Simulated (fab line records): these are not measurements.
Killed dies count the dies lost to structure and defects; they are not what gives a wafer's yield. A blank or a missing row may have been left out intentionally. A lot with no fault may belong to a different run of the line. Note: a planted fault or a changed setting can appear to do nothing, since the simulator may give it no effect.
Which of the tools did it?    flow n5-finfet    route of 1938 steps, sampled at 1 step: 10 lots, 30 wafers

== WHAT THE GAUGES SHOWED, per wafer ==
N5_BEOL_M4_RC_MEAS_101.
lot   measured      on         ION_P (uA/um)
L310  day 8 04:08   prober-02  464 461 457
L312  day 8 10:27   prober-02  460 454 463
L311  day 8 12:51   prober-02  457 462 457
L319  day 10 13:04  prober-02  470 469 469
L321  day 10 16:58  prober-02  470 469 468
L323  day 11 16:08  prober-02  461 458 465
L325  day 11 22:10  prober-01  464 465 457
L328  day 13 05:36  prober-01  457 459 456
L332  day 13 10:26  prober-02  463 460 462
L329  day 13 14:47  prober-01  460 459 457

== WHAT TOOL EACH LOT RAN ON (gives the tool, then ch and the chambers of the sampled wafers, and finally the start) ==
There is no process step in the record ahead of these readings.

== THE ANSWER, worked out from the rows above alone ==
Rule: the lots themselves supply what counts as usual. Put in order of their means at a reading, lots are off if they are a third of the lots or fewer, leave a main group of 4 or more, and stand apart from it by a gap of 3 or more times the standard deviation of the main group's means; of several such gaps the widest counts. The tables above print the reading to a certain number of digits; a main group whose means all agree to those digits is not used. A lot without any number at a reading at which 4 lots or more have one is off too. All remaining lots with rows at the step are treated as sound.
Off: L319, L321, at N5_BEOL_M4_RC_MEAS_101 (ION_P). The main group: mean 460 uA/um, standard deviation 1.6.
If a tool, at a process step before that reading, ran all the lots that are off and no sound lot after the first of them, it fits. Gauges at N5_BEOL_M4_RC_MEAS_101: tried the same way as those tools. None of those tried fits.

== WHAT THE SIMULATOR PUT IN ==
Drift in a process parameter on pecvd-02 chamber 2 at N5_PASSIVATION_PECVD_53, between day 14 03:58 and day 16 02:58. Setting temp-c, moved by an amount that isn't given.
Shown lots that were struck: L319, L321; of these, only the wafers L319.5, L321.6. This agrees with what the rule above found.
